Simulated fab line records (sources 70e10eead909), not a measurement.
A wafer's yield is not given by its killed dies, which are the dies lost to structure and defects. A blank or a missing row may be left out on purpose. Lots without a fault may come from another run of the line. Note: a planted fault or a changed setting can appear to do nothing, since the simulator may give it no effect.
Which tool is to blame? -- flow nandHarc -- 13 lots with 39 wafers sampled at 6 steps, on a route of 1302 steps

## WHAT THE GAUGES SHOWED, per wafer
NHARC_A_BLC_CD_MEAS_10 targets a cd of 100 nm.
lot,measured,on,cdNm (nm)
L194,day 23 06:55,cdSem-01,99.6 99.0 99.9
L196,day 23 18:45,cdSem-03,100.8 100.4 100.9
L197,day 25 04:56,cdSem-02,99.3 99.3 98.9
L198,day 25 12:14,cdSem-01,100.6 99.4 99.8
L199,day 25 18:40,cdSem-01,99.6 99.2 99.5
L201,day 25 20:13,cdSem-03,99.2 100.0 98.8
L205,day 26 15:52,cdSem-02,100.0 99.7 99.7
L202,day 26 19:27,cdSem-01,99.6 99.6 99.7
L203,day 27 01:08,cdSem-03,99.7 99.7 100.2
L204,day 27 01:41,cdSem-02,99.2 99.5 99.9
L213,day 31 08:23,cdSem-02,100.1 100.6 100.4
L216,day 31 19:08,cdSem-01,100.2 99.6 101.1
L215,day 31 22:38,cdSem-01,99.4 99.7 99.8

NHARC_A_BLC_CD_MEAS_19.
lot,measured,on,cdNm (nm)
L194,day 23 08:04,cdSem-01,100.8 99.9 102.2
L196,day 23 19:54,cdSem-02,101.1 98.6 98.8
L197,day 25 06:06,cdSem-02,96.3 97.9 99.9
L198,day 25 13:35,cdSem-01,99.8 99.1 103.5
L199,day 25 19:58,cdSem-02,98.8 100.0 101.8
L201,day 25 21:22,cdSem-02,99.7 103.0 100.1
L205,day 26 17:01,cdSem-01,100.8 99.9 98.8
L202,day 26 20:37,cdSem-03,101.9 97.4 101.8
L203,day 27 02:20,cdSem-02,99.7 101.4 101.9
L204,day 27 02:50,cdSem-01,96.9 102.0 98.3
L213,day 31 09:32,cdSem-03,101.3 100.0 101.6
L216,day 31 20:18,cdSem-02,100.9 100.0 104.2
L215,day 31 23:58,cdSem-01,99.3 95.4 98.9

NHARC_END_SORT_01.
lot,measured,on,killedAtArray,killedAtOther,killedAtPeriphery,killedDies,killedOpen,killedShort
L194,day 25 04:31,prober-02,56 57 57,1 0 0,3 6 8,60 63 65,3 2 6,4 3 2
L196,day 25 17:05,prober-02,25 37 31,0 0 0,12 6 6,37 43 37,5 2 6,2 3 4
L197,day 27 00:16,prober-01,85 95 82,0 0 0,1 3 1,86 98 83,3 3 0,0 3 0
L198,day 27 08:58,prober-02,31 31 25,0 0 1,2 2 1,33 33 27,4 4 4,5 1 5
L199,day 27 17:35,prober-02,26 29 27,1 1 3,2 3 1,29 33 31,1 3 5,1 2 0
L201,day 27 16:50,prober-01,60 77 62,0 0 3,4 5 3,64 82 68,1 5 2,2 3 0
L205,day 28 14:14,prober-02,66 74 54,1 2 2,3 1 3,70 77 59,3 3 3,6 3 3
L202,day 29 12:11,prober-01,53 44 43,0 1 2,2 2 5,55 47 50,4 4 6,1 1 2
L203,day 28 22:49,prober-02,84 93 69,0 0 1,4 4 2,88 97 72,1 2 6,5 1 1
L204,day 28 22:01,prober-01,17 19 21,1 1 0,2 2 6,20 22 27,1 2 2,1 2 4
L213,day 33 11:13,prober-01,45 63 55,1 5 1,7 6 4,53 74 60,7 8 3,3 0 1
L216,day 33 15:01,prober-02,50 43 42,0 1 2,3 3 2,53 47 46,3 2 2,2 3 2
L215,day 33 20:31,prober-01,55 52 48,0 0 0,7 9 2,62 61 50,3 5 2,5 3 1

## WHAT TOOL EACH LOT RAN ON (gives the tool, then ch and the chambers of the sampled wafers, and finally the start)
lot,NHARC_A_CONTACT_CVD_19,NHARC_A_BLC_CVD_24,NHARC_A_BLC_CMP_25
L194,"cvdW-02 ch 0,1, day 23 06:55 or earlier","cvdW-02 ch 0,1, day 23 09:10","cmp-03 ch 0,1,2, day 23 09:42"
L196,"cvdW-02 ch 0,1, day 23 18:45 or earlier","cvdW-01 ch 0,1, day 23 21:06","cmp-03 ch 2,3, day 23 21:29"
L197,"cvdW-02 ch 0,1, day 25 04:56 or earlier","cvdW-02 ch 0,1, day 25 07:15","cmp-02 ch 1,3, day 25 07:43"
L198,"cvdW-01 ch 0,1, day 25 12:14 or earlier","cvdW-02 ch 1, day 25 14:45","cmp-02 ch 2,3, day 25 15:16"
L199,"cvdW-01 ch 0,1, day 25 18:40 or earlier","cvdW-01 ch 0, day 25 21:01","cmp-02 ch 2,3, day 25 21:32"
L201,"cvdW-02 ch 0,1, day 25 20:13 or earlier","cvdW-02 ch 0, day 25 22:29","cmp-03 ch 0,1,2, day 25 23:28"
L205,"cvdW-02 ch 0, day 26 15:52 or earlier","cvdW-02 ch 0, day 26 18:04","cmp-03 ch 0,3, day 26 19:02"
L202,"cvdW-01 ch 0,1, day 26 19:27 or earlier","cvdW-02 ch 0,1, day 26 21:47","cmp-01 ch 0,1,2, day 26 22:13"
L203,"cvdW-01 ch 0,1, day 27 01:08 or earlier","cvdW-01 ch 0,1, day 27 03:26","cmp-03 ch 0,1, day 27 03:55"
L204,"cvdW-02 ch 0,1, day 27 01:41 or earlier","cvdW-02 ch 0,1, day 27 03:57","cmp-03 ch 0,1,2, day 27 04:28"
L213,"cvdW-02 ch 0,1, day 31 08:23 or earlier","cvdW-02 ch 0,1, day 31 10:35","cmp-01 ch 2,3, day 31 11:08"
L216,"cvdW-01 ch 0,1, day 31 19:08 or earlier","cvdW-02 ch 0,1, day 31 21:23","cmp-03 ch 2,3, day 31 21:55"
L215,"cvdW-01 ch 0,1, day 31 22:38 or earlier","cvdW-02 ch 0,1, day 32 01:14","cmp-02 ch 1,2,3, day 32 01:35"
- NHARC_A_CONTACT_CVD_19: deposits W, target thk 300 nm, time 802 s.
- NHARC_A_BLC_CVD_24: deposits W, target thk 150 nm, time 434 s.
- NHARC_A_BLC_CMP_25: polishes, t overpolish 30 s, target thk 150 nm.

## AS READ BY THE TOOLS THEMSELVES (means over the sampled wafers that have a number; for cases with no such wafer, the mark the record gives instead)
NHARC_A_CONTACT_CVD_19.
lot,tool,heaterPowerW (W),throttleValvePct (%)
L194,cvdW-02,483,8.2
L196,cvdW-02,491,8.1
L197,cvdW-02,495,8.3
L198,cvdW-01,485,7.9
L199,cvdW-01,486,7.8
L201,cvdW-02,495,8.1
L205,cvdW-02,479,8.6
L202,cvdW-01,483,7.9
L203,cvdW-01,496,7.9
L204,cvdW-02,497,8.0
L213,cvdW-02,491,8.4
L216,cvdW-01,504,7.8
L215,cvdW-01,519,7.7

NHARC_A_BLC_CVD_24.
lot,tool,heaterPowerW (W),throttleValvePct (%)
L194,cvdW-02,491,8.0
L196,cvdW-01,510,8.1
L197,cvdW-02,497,8.2
L198,cvdW-02,496,8.0
L199,cvdW-01,468,8.1
L201,cvdW-02,482,8.5
L205,cvdW-02,490,8.6
L202,cvdW-02,505,8.1
L203,cvdW-01,493,7.8
L204,cvdW-02,486,8.3
L213,cvdW-02,491,8.2
L216,cvdW-02,490,8.2
L215,cvdW-02,494,8.3

NHARC_A_BLC_CMP_25.
lot,tool,motorCurrentA (A),overpolishRunS (s),timeToEndpointS (s)
L194,cmp-03,12.5,30.002,30.7
L196,cmp-03,11.0,29.997,30.2
L197,cmp-02,12.3,29.993,29.9
L198,cmp-02,12.2,29.999,32.3
L199,cmp-02,12.1,30.000,29.6
L201,cmp-03,12.7,30.004,30.2
L205,cmp-03,12.8,30.012,32.9
L202,cmp-01,12.3,30.005,21.1
L203,cmp-03,12.5,29.998,30.5
L204,cmp-03,12.4,30.001,23.3
L213,cmp-01,13.5,29.992,29.7
L216,cmp-03,11.7,30.005,30.9
L215,cmp-02,12.2,30.003,28.8

## THE ANSWER, worked out from the rows above alone
Rule: the usual values come from the lots themselves. Put in order of their means at a reading, lots are off if they are a third of the lots or fewer, leave a main group of 4 or more, and stand apart from it by a gap of 3 or more times the standard deviation of the main group's means; of several such gaps the widest counts. A main group whose means are all the same, to the digits that the tables above print for the reading, isn't used. A lot without any number at a reading at which 4 lots or more have one is off too. Any other lot the step has rows for is counted as sound. First the gauges in route order, then the tools' own readings, where a lot's mean is used as printed above. At the first step where some lot is off, the reading lying furthest off is the one used; lots without a number count as furthest.
Off at NHARC_A_BLC_CMP_25 (timeToEndpointS): L202, L204. Mean 30.5 s and standard deviation 1.1 in the main group.
If a tool, at that step or one of the process steps before it, ran each lot that is off and ran no sound lot following the first of them, it fits. NHARC_A_CONTACT_CVD_19: start missing for some lots; hours and lot order therefore follow NHARC_A_BLC_CD_MEAS_10. No candidate that was tried fits.

## WHAT THE SIMULATOR PUT IN
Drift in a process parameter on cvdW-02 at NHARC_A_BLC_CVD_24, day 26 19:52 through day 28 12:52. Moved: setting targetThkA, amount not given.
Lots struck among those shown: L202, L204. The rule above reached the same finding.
